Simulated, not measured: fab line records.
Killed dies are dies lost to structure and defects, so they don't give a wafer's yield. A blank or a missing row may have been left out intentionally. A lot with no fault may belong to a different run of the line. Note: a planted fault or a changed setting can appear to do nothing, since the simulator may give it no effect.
2 desks, one fault ; flow n5-finfet ; every desk sees just its own numbers, and what lay behind them comes last

== THE METROLOGY DESK ==
Lot by lot, what the gauges showed, no matter which tool ran the lot: averages of those sampled wafers that carry a number. If a lot's mean is further than 4 standard deviations from the usual mean, the lot is out of limits and carries the mark OUT (the distance appears in the brackets). Readings shown: 7 out of 11 (the first out of limits, and those lying furthest out on some lot).
Columns: A = thk-nm at N5_BEOL_M0_SAQP_THK_MEAS_05, usual 60.3 nm; B = DIBL_N at N5_BEOL_M4_RC_MEAS_101, usual 37.3 mV/V; C = DIBL_P at N5_BEOL_M4_RC_MEAS_101, usual 37.4 mV/V; D = IOFF_N at N5_BEOL_M4_RC_MEAS_101, usual 0.18 nA/um; E = ION_P at N5_BEOL_M4_RC_MEAS_101, usual 468 uA/um; F = SS_N at N5_BEOL_M4_RC_MEAS_101, usual 71.8 mV/dec; G = VT_P at N5_BEOL_M4_RC_MEAS_101, usual -248 mV
lot;first seen here;A;B;C;D;E;F;G
L281;day 6 12:43;60.6;34.5;34.1;0.14;463;71.0;-248
L286;day 7 04:16;59.8;36.4;36.9;0.18;472;71.6;-247
L285;day 7 10:43;61.3;34.6;33.6;0.13;464;70.8;-250
L288;day 7 21:41;60.5;39.7;40.5;0.22;469;72.1;-247
L293;day 8 21:34;60.3;37.2;37.8;0.16;458;72.2;-251
L294;day 9 04:18;61.6;37.8;36.6;0.20;470;71.4;-247
L300;day 10 15:28;55.7 (-4.6) OUT;38.7;39.5;0.20;464;72.6;-250
L301;day 11 01:56;55.3 (-5.0) OUT;37.3;37.8;0.17;462;72.2;-250
This desk finds L300, L301 out of limits, L300 being first, at day 10 15:28 (thk-nm at N5_BEOL_M0_SAQP_THK_MEAS_05). In limits: L281, L286, L285, L288, L293, L294.

== FOR THE TOOL OWNER'S DESK: pecvd-04 ==
The tool's own readings at N5_BEOL_M0_SAQP_PECVD_04 (deposits a-Si from SiH4/He, target thk 60 nm, time 60.2 s): means of the sampled wafers that have a number, for each lot that ran on this tool. If a lot's mean is further than 4 standard deviations from the usual mean, the lot is out of limits and carries the mark OUT (the distance appears in the brackets).
Columns: A = chamber-pressure-Torr at N5_BEOL_M0_SAQP_PECVD_04, usual 3.000 Torr; B = heater-power-w at N5_BEOL_M0_SAQP_PECVD_04, usual 568 W; C = showerhead-plenum-p-Torr at N5_BEOL_M0_SAQP_PECVD_04, usual 5.67 Torr; D = throttle-valve-pct at N5_BEOL_M0_SAQP_PECVD_04, usual 18.0 %
lot;first seen here;A;B;C;D
L281;day 6 12:38;3.002;580;5.67;17.9
L285;day 7 10:37;3.002;559;5.69;18.1
L288;day 7 21:35;2.997;573;5.66;17.7
L293;day 8 21:28;2.997;554;5.64;17.5
L300;day 10 15:20;3.001;575;5.71;18.1
L301;day 11 01:48;2.994;545;5.70;18.1
Finding of this desk: none of the 6 lots has anything out of limits.

== TAKEN TOGETHER ==
Metrology desk: alarm possible at day 10 15:28 on L300, L301.
Nothing out of limits was seen by the tool owner's desk.
The tool owner's desk has L300, L301 on record, within its limits.
Every lot named ran N5_BEOL_M0_SAQP_PECVD_04 on pecvd-04.

== WHAT THE SIMULATOR HAD PUT IN ==
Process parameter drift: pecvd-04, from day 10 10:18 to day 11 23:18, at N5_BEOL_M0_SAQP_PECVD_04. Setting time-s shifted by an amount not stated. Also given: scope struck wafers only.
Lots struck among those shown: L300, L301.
Time in hours between the start of the fault and the first out-of-limits reading at each desk: metrology desk, 5.
